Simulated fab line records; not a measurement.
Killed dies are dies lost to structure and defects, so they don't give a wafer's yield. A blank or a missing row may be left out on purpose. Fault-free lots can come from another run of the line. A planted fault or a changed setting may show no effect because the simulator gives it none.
The tool behind it: which one?	flow nand_harc	6 lots with 18 wafers sampled at 5 steps, on a route of 1302 steps

WHAT THE GAUGES SHOWED, per wafer
NHARC_END_SORT_01.
lot	measured	on	defect_limited_yield (%)
L750	day 28 20:26	prober-02	96 95 97

EACH LOT AND THE TOOL THAT RAN IT (in order: tool; ch and the chambers of the sampled wafers; start)
lot	NHARC_P_M1_DEGAS_29	NHARC_P_M1_CMP_23	NHARC_P_M1_PRE_CLEAN_32	NHARC_P_M2_SOFTBAKE_04
L744	pvd_sputter-03, day 7 23:58	cmp-02 ch 0,2,3, day 8 01:03	pecvd-02 ch 0,1,2, day 8 01:35	litho_track-06 ch 0, day 8 02:00
L746	pvd_sputter-02, day 8 20:50	cmp-01 ch 0,2,3, day 8 21:58	pecvd-01 ch 0,2, day 8 22:31	litho_track-06 ch 0, day 8 23:00
L748	pvd_sputter-03, day 9 22:20	cmp-03 ch 1,2,3, day 9 23:25	pecvd-02 ch 0,1,2, day 9 23:59	litho_track-04 ch 0, day 10 00:00
L750	pvd_sputter-02, day 10 16:35	cmp-03 ch 1,3, day 10 17:47	pecvd-01 ch 0,2, day 10 18:21	litho_track-01 ch 0, day 10 19:00
L752	pvd_sputter-01, day 11 04:42	cmp-01 ch 1,2, day 11 05:47	pecvd-02 ch 0,1,2, day 11 06:19	litho_track-04 ch 0, day 11 07:00
L755	pvd_sputter-02, day 12 12:34	cmp-02 ch 0,1,3, day 12 14:55	pecvd-02 ch 0,1, day 12 15:25	litho_track-04 ch 0, day 12 16:00
- NHARC_P_M1_DEGAS_29: time 60 s.
- NHARC_P_M1_CMP_23: polishes, t overpolish 20 s, target thk 157.82 nm.
- NHARC_P_M1_PRE_CLEAN_32: time 12 s.
- NHARC_P_M2_SOFTBAKE_04: time 55 s.

THE ANSWER, worked out from the rows above alone
Rule: the usual values come from the lots themselves. Put in order of their means at a reading, lots are off if they are a third of the lots or fewer, leave a main group of 4 or more, and stand apart from it by a gap of 3 or more times the standard deviation of the main group's means; of several such gaps the widest counts. If all means in a main group match to the digits the tables above print for the reading, that group is not used. Also off: a lot with no number at a reading for which 4 or more lots have one. The other lots that the step has rows for count as sound.
No lot is off on any of the readings shown, so nothing can be concluded from this.

WHAT HAD BEEN PUT IN BY THE SIMULATOR
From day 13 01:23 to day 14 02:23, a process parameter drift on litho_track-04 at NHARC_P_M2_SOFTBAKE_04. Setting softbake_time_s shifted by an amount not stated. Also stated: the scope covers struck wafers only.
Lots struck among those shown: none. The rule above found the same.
